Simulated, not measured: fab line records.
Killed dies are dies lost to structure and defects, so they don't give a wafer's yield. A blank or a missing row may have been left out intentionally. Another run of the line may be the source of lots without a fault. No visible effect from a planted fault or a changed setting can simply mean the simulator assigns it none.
Struck lot and sound lot, side by side :: flow nand_harc :: 15 out of 1302 route steps
Sound: wafers L388.3, L388.4, L388.6. Struck: wafer L401.4 (left out: L401.3, a lot-mate that was not struck); the cause follows at the end.
Each step with rows lists, per side, the tool, then ch with its chambers, then its first start. Under that, the readings that differ: sound wafers :: struck wafers :: difference of the means :: sigmas: that difference in standard deviations of wafers without a fault.
alike: readings whose means differ by less than 2 such deviations, and words and numbers that are the same on both sides. not compared: withheld readings, readings that some wafer has no value for, bounds like >300 that may hide the same value, and numbers for which the record gives no deviation and whose values overlap.
A row with sigmas, a row that says differs or no value, or rows on one side alone: a step with any of these is where the two part. Non-overlapping numbers with no deviation appear without sigmas and do not part them. Lack of a reading on every wafer of one side parts them only where that side has two or more wafers.

first, 6 steps without rows for these wafers: NHARC_A_CHANNEL_HOLE_D1_COAT_04 (resist thk 90 nm); NHARC_A_CHANNEL_HOLE_D1_SOFTBAKE_05 (time 55 s); NHARC_A_CHANNEL_HOLE_D1_EBR_06; NHARC_A_CHANNEL_HOLE_D1_EXPOSE_07 (exposes mask HOLE D1, target cd 100 nm); NHARC_A_CHANNEL_HOLE_D1_PEB_08 (peb time 65 s); NHARC_A_CHANNEL_HOLE_D1_DEVELOP_09 (develop time 35 s).
NHARC_A_CHANNEL_HOLE_D1_CD_MEAS_10: target cd 100 nm.
  sound on cd_sem-01 ch 0, day 8 12:12; struck on cd_sem-01 ch 0, day 14 03:20
  alike: cd_nm
NHARC_A_CHANNEL_HOLE_D1_OVL_MEAS_11:
  struck on overlay-02, day 14 03:25; sound on overlay-01, day 8 12:17
  alike: overlay_x_nm, overlay_y_nm
NHARC_A_CHANNEL_HOLE_D1_INSPECT_12:
  struck on defect_inspect-01, day 14 03:27; sound on defect_inspect-01, day 8 12:19
  alike: raw_defect_count
NHARC_A_CHANNEL_HOLE_D1_DESCUM_15: chemistry O2, time 3 s.
  sound on rie_diel-11 ch 1,2,3, day 8 12:23; struck on rie_diel-11 ch 2, day 14 03:31
  alike: drypump_motor_current_A, mfc_ar_sccm, oes_product_au, rf_vpp_V, showerhead_plenum_p_Torr, throttle_valve_pct
  not compared: rf_hours_counter_h
NHARC_A_CHANNEL_HOLE_D1_ETCH_38: etches the open film in CF4, target depth 39 nm, time 65 s.
  sound on rie_diel-11 ch 0,1, day 8 12:28; struck on rie_diel-11 ch 1, day 14 03:36
  alike: drypump_motor_current_A, mfc_ar_sccm, oes_product_au, rf_vpp_V, showerhead_plenum_p_Torr, throttle_valve_pct
  not compared: rf_hours_counter_h
NHARC_A_CHANNEL_HOLE_D1_ETCH_39: etches the open film in N2/H2, target depth 260 nm, time 325 s.
  sound: rie_diel-11 ch 0,3; struck: rie_diel-11 ch 1
reading: mfc_ar_sccm (sccm)
sound: 0 0 0
struck: 0.022
difference: +0.022
sigmas: +2

reading: oes_product_au (a.u.)
sound: 1.010 1.010 1.005
struck: 0.985
difference: -0.023
sigmas: -3
  alike: drypump_motor_current_A, n2_flow_sccm, rf_vpp_V, showerhead_plenum_p_Torr, throttle_valve_pct
  not compared: rf_hours_counter_h
NHARC_A_CHANNEL_HOLE_D1_ETCH_34: etches the open film in CF4/CHF3, target depth 154 nm, time 77 s.
  sound on rie_diel-11 ch 2,3, day 8 12:49; struck on rie_diel-11 ch 1, day 14 03:56
reading: mfc_ar_sccm (sccm)
sound: 0 0 0
struck: 0.022
difference: +0.022
sigmas: +2

reading: oes_product_au (a.u.)
sound: 0.966 0.984 0.965
struck: 0.854
difference: -0.118
sigmas: -5
  alike: drypump_motor_current_A, rf_vpp_V, showerhead_plenum_p_Torr, throttle_valve_pct
  not compared: rf_hours_counter_h
NHARC_A_CHANNEL_HOLE_D1_ETCH_16: etches the open film in O2/COS, target depth 3100 nm, time 806 s.
  sound: rie_diel-11 ch 0,2; struck: rie_diel-11 ch 1
reading: mfc_ar_sccm (sccm)
sound: 0 0 0
struck: 0.022
difference: +0.022
sigmas: +2
  alike: drypump_motor_current_A, oes_product_au, rf_vpp_V, showerhead_plenum_p_Torr, throttle_valve_pct
  not compared: rf_hours_counter_h
next, for these wafers, 1 step has no rows: NHARC_END_SORT_01.

## WHERE THEY PART
At NHARC_A_CHANNEL_HOLE_D1_ETCH_39 first; at NHARC_A_CHANNEL_HOLE_D1_ETCH_16 last (within this record only).

WHY: the cause the simulator had injected
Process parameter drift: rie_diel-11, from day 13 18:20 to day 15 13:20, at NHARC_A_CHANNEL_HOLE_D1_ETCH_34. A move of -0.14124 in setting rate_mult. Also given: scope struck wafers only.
